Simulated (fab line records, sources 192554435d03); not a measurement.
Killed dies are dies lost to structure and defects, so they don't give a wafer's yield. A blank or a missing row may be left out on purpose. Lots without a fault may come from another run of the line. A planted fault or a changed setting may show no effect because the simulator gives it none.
Which tool did it? | flow n5_finfet | 10 lots, 30 wafers sampled, at 6 steps of a route of 1938

WHAT THE GAUGES READ, wafer by wafer
N5_ZERO_LAYER_CD_MEAS_11: target cd 2000 nm. Usual: cd_nm 1999.6 nm, standard deviation 1.8.
lot  | measured    | on        | cd_nm (nm)           | flag
L785 | day 2 06:46 | cd_sem-03 | 1999.1 2000.5 1997.3 |
L786 | day 2 12:38 | cd_sem-03 | 2000.3 2001.7 1999.1 |
L789 | day 3 06:47 | cd_sem-02 | 1998.3 1998.4 1998.6 |
L790 | day 3 12:46 | cd_sem-03 | 2000.5 1998.5 2002.1 |
L794 | day 4 12:39 | cd_sem-02 | 2000.7 1998.5 1998.9 |
L796 | day 5 00:50 | cd_sem-03 | 1997.5 1997.4 2000.4 |
L799 | day 5 18:50 | cd_sem-03 | 2000.9 2000.8 2000.9 |
L800 | day 6 00:57 | cd_sem-02 | 2000.0 1995.9 1995.8 |
L803 | day 6 18:39 | cd_sem-03 | 1999.3 2001.1 1999.8 |
L804 | day 7 00:46 | cd_sem-02 | 2000.3 1998.0 1999.7 |

N5_WELL_APT_CD_MEAS_25: target cd 200 nm. Usual: cd_nm 200.1 nm, standard deviation 2.3.
lot  | measured    | on        | cd_nm (nm)        | flag
L785 | day 2 09:42 | cd_sem-03 | 198.3 200.5 200.3 |
L786 | day 2 15:02 | cd_sem-01 | 206.7 203.1 200.6 |
L789 | day 3 09:11 | cd_sem-01 | 199.0 200.7 199.1 |
L790 | day 3 15:16 | cd_sem-03 | 218.8 219.0 217.7 | OFF
L794 | day 4 14:44 | cd_sem-02 | 217.0 219.9 217.9 | OFF
L796 | day 5 03:58 | cd_sem-01 | 198.9 196.2 196.7 |
L799 | day 5 21:09 | cd_sem-02 | 196.6 200.1 200.5 |
L800 | day 6 03:38 | cd_sem-01 | 197.4 199.5 199.0 |
L803 | day 6 21:56 | cd_sem-01 | 199.5 197.5 198.3 |
L804 | day 7 03:27 | cd_sem-01 | 203.8 200.7 199.1 |

N5_PMOS_HMC_CHANNEL_EPI_OVL_MEAS_10. Usual: PMOS_HMC_BLK_OVL -0.1 nm, standard deviation 0.81.
lot  | measured    | on         | PMOS_HMC_BLK_OVL (nm) | flag
L785 | day 2 12:04 | overlay-02 | -0.2 -0.1 -1.0        |
L786 | day 2 17:32 | overlay-02 | -0.5 -2.5 -0.5        |
L789 | day 4 02:23 | overlay-01 | -0.3 -0.2 -0.7        |
L790 | day 4 02:07 | overlay-01 | -0.9 -1.3 -1.6        |
L794 | day 4 17:35 | overlay-01 | 1.0 -0.2 1.0          |
L796 | day 5 06:41 | overlay-01 | -0.2 -0.2 -0.1        |
L799 | day 5 23:34 | overlay-01 | 0.0 1.1 0.6           |
L800 | day 6 06:13 | overlay-01 | -0.3 0.2 -0.4         |
L803 | day 7 01:23 | overlay-02 | 0.0 0.9 -0.6          |
L804 | day 7 06:13 | overlay-02 | -0.1 -0.1 0.6         |

N5_BEOL_M4_RC_MEAS_101. Usual: DIBL_N 36.1 mV/V, standard deviation 1.6; DIBL_P 36.6 mV/V, standard deviation 1.9; IOFF_N 0.160 nA/um, standard deviation 0.026; IOFF_P 0.210 nA/um, standard deviation 0.028; ION_N 677 uA/um, standard deviation 10; ION_P 464 uA/um, standard deviation 6.9; SS_N 71.4 mV/dec, standard deviation 0.56; SS_P 73.3 mV/dec, standard deviation 0.61; VT_N 249.1 mV, standard deviation 2.6; VT_P -250 mV, standard deviation 3.3.
lot  | measured     | on        | DIBL_N (mV/V)  | DIBL_P (mV/V)  | IOFF_N (nA/um)    | IOFF_P (nA/um)    | ION_N (uA/um) | ION_P (uA/um) | SS_N (mV/dec)  | SS_P (mV/dec)  | VT_N (mV)         | VT_P (mV)      | flag
L785 | day 9 08:46  | prober-02 | 34.4 36.9 34.8 | 35.0 36.6 35.4 | 0.161 0.190 0.161 | 0.204 0.235 0.207 | 690 685 683   | 473 468 470   | 71.0 71.5 71.2 | 72.9 72.9 72.8 | 247.3 247.2 247.0 | -247 -249 -248 |
L786 | day 9 15:33  | prober-02 | 35.6 34.9 33.4 | 36.2 35.3 33.9 | 0.157 0.144 0.128 | 0.204 0.190 0.175 | 668 678 662   | 458 466 460   | 71.2 70.7 71.4 | 73.5 73.0 72.2 | 250.6 251.0 250.9 | -252 -250 -254 |
L789 | day 10 15:15 | prober-02 | 36.6 36.2 36.5 | 36.8 37.2 36.4 | 0.179 0.175 0.178 | 0.247 0.250 0.242 | 688 684 692   | 478 467 470   | 71.8 71.8 71.5 | 73.4 74.1 73.8 | 246.2 246.8 245.6 | -246 -247 -246 |
L790 | day 11 08:06 | prober-01 | 33.8 36.5 33.9 | 35.6 38.3 35.4 | 0.144 0.198 0.141 | 0.198 0.240 0.193 | 680 682 673   | 462 465 463   | 70.4 71.9 71.2 | 72.0 73.4 72.9 | 250.6 247.1 251.9 | -247 -248 -249 |
L794 | day 11 18:49 | prober-02 | 37.9 38.8 35.5 | 37.7 39.6 34.0 | 0.183 0.205 0.139 | 0.200 0.236 0.154 | 669 692 666   | 446 464 448   | 72.2 71.5 70.5 | 74.2 74.3 72.4 | 247.5 244.7 249.5 | -254 -250 -258 |
L796 | day 11 22:29 | prober-02 | 37.6 37.8 37.4 | 37.1 37.5 38.6 | 0.191 0.195 0.199 | 0.259 0.257 0.282 | 674 674 681   | 469 465 483   | 71.7 70.7 71.6 | 73.2 73.8 73.4 | 246.3 244.4 243.6 | -245 -245 -244 |
L799 | day 12 20:09 | prober-01 | 37.3 38.5 37.3 | 38.8 41.1 39.1 | 0.190 0.215 0.184 | 0.216 0.266 0.224 | 691 694 680   | 462 470 460   | 72.7 72.8 72.4 | 73.5 73.8 72.9 | 250.1 246.7 249.1 | -250 -249 -251 |
L800 | day 13 00:31 | prober-01 | 34.1 37.0 34.3 | 34.9 38.8 35.9 | 0.142 0.183 0.139 | 0.167 0.216 0.183 | 681 687 666   | 456 460 457   | 71.6 72.4 71.3 | 73.3 74.0 73.6 | 250.8 250.0 252.7 | -255 -251 -254 |
L803 | day 13 23:40 | prober-02 | 37.6 35.0 35.9 | 38.1 36.6 36.8 | 0.174 0.144 0.145 | 0.210 0.189 0.185 | 688 675 672   | 464 459 452   | 71.7 71.2 71.4 | 73.8 72.9 73.8 | 248.4 250.1 251.0 | -252 -255 -253 |
L804 | day 13 07:43 | prober-02 | 35.4 34.4 36.7 | 33.3 33.6 35.4 | 0.125 0.127 0.148 | 0.197 0.199 0.233 | 661 671 662   | 459 469 463   | 71.2 70.7 71.7 | 73.2 73.0 73.4 | 252.5 251.0 249.6 | -250 -249 -249 |

WHICH TOOL RAN EACH LOT (tool, then ch and the chambers of the sampled wafers, then the start)
lot  | N5_WELL_APT_PEB_23               | N5_PMOS_HMC_CHANNEL_EPI_HM_DEP_34
L785 | litho_track-03 ch 0, day 2 09:35 | pecvd-04 ch 0,1, day 2 11:38
L786 | litho_track-01 ch 0, day 2 14:55 | pecvd-01 ch 0,2, day 2 17:06
L789 | litho_track-03 ch 0, day 3 09:04 | pecvd-02 ch 0,1,2, day 4 01:57
L790 | litho_track-03 ch 0, day 3 15:09 | pecvd-01 ch 0,1,2, day 4 01:49
L794 | litho_track-03 ch 0, day 4 14:38 | pecvd-04 ch 0,1,2, day 4 17:09
L796 | litho_track-04 ch 0, day 5 03:51 | pecvd-02 ch 0,2, day 5 06:14
L799 | litho_track-04 ch 0, day 5 21:02 | pecvd-02 ch 0,2, day 5 23:08
L800 | litho_track-04 ch 0, day 6 03:31 | pecvd-04 ch 0,1, day 6 05:47
L803 | litho_track-04 ch 0, day 6 21:49 | pecvd-04 ch 1,2, day 7 01:04
L804 | litho_track-04 ch 0, day 7 03:20 | pecvd-04 ch 1,2, day 7 05:47
- N5_WELL_APT_PEB_23: peb time 90 s.
- N5_PMOS_HMC_CHANNEL_EPI_HM_DEP_34: deposits SiO2 from TEOS/O2, target thk 36 nm, time 6.9 s.

WHAT THE TOOLS THEMSELVES READ (means of the sampled wafers that have a number; where no wafer has one, the mark that the record gives instead)
N5_WELL_APT_PEB_23. Usual: exhaust_pa 45.1 Pa, standard deviation 0.98; heater_power_total_W 172.5 W, standard deviation 0.73; plate_temp_C 130.02 C, standard deviation 0.13.
lot  | tool           | exhaust_pa (Pa) | heater_power_total_W (W) | plate_temp_C (C) | flag
L785 | litho_track-03 | 44.9            | 171.4                    | 130.05           |
L786 | litho_track-01 | 44.1            | 172.5                    | 130.06           |
L789 | litho_track-03 | 45.3            | 172.0                    | 129.99           |
L790 | litho_track-03 | 44.7            | 180.8                    | 134.31           | OFF
L794 | litho_track-03 | 46.5            | 180.2                    | 134.31           | OFF
L796 | litho_track-04 | 46.2            | 172.9                    | 130.01           |
L799 | litho_track-04 | 45.6            | 173.4                    | 130.01           |
L800 | litho_track-04 | 45.3            | 172.8                    | 129.98           |
L803 | litho_track-04 | 44.4            | 172.3                    | 130.00           |
L804 | litho_track-04 | 45.6            | 172.5                    | 130.21           |

N5_PMOS_HMC_CHANNEL_EPI_HM_DEP_34. Usual: heater_power_w 581 W, standard deviation 100; showerhead_plenum_p_Torr 8.36 Torr, standard deviation 0.047; throttle_valve_pct 18.5 %, standard deviation 0.82.
lot  | tool     | heater_power_w (W) | showerhead_plenum_p_Torr (Torr) | throttle_valve_pct (%) | flag
L785 | pecvd-04 | 525                | 8.36                            | 18.3                   |
L786 | pecvd-01 | 622                | 8.42                            | 18.9                   |
L789 | pecvd-02 | 615                | 8.35                            | 18.7                   |
L790 | pecvd-01 | 695                | 8.40                            | 18.9                   |
L794 | pecvd-04 | 508                | 8.37                            | 18.2                   |
L796 | pecvd-02 | 636                | 8.39                            | 17.8                   |
L799 | pecvd-02 | 635                | 8.38                            | 17.7                   |
L800 | pecvd-04 | 486                | 8.34                            | 18.3                   |
L803 | pecvd-04 | 551                | 8.37                            | 18.3                   |
L804 | pecvd-04 | 536                | 8.34                            | 18.5                   |

THE ANSWER, worked out from the rows above alone
Rule: a lot is off if the mean of its wafers that have a number lies more than 3 standard deviations from the usual mean. A lot without any number at a reading at which 4 lots or more have one is off too. The other lots that the step has rows for count as sound. The gauges are gone through in route order, then the tools' own readings, and for those a lot's mean is taken as printed above. The first step at which some lot is off is used, and at that step the reading that is off furthest; a lot without a number counts as furthest.
Off: L790, L794, at N5_WELL_APT_CD_MEAS_25 (cd_nm).
A tool fits if, at a process step before that reading, it ran every lot that is off, and no sound lot after the first of them. The gauges at N5_WELL_APT_CD_MEAS_25 aren't tried: what is off there is off at N5_WELL_APT_PEB_23 too, on other tools, and a gauge's error can't cause that. One fits: litho_track-03 at N5_WELL_APT_PEB_23. Its last sound lot is L789 (day 3 09:04), its first lot that is off L790 (day 3 15:09): a fault that began between those two fits.
The tool's own readings at N5_WELL_APT_PEB_23 bear it out: on the lots that are off they differ by more than 5 times the standard deviation of the sound lots' means. heater_power_total_W reads 180.5 W there against 172.5 W on the sound lots; plate_temp_C reads 134.31 C there against 130.04 C on the sound lots.

WHAT THE SIMULATOR HAD PUT IN
Process parameter drift: litho_track-03, from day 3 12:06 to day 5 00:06, at N5_WELL_APT_PEB_23. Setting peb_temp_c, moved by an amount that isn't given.
Lots struck among those shown: L790, L794. The rule above found the same.
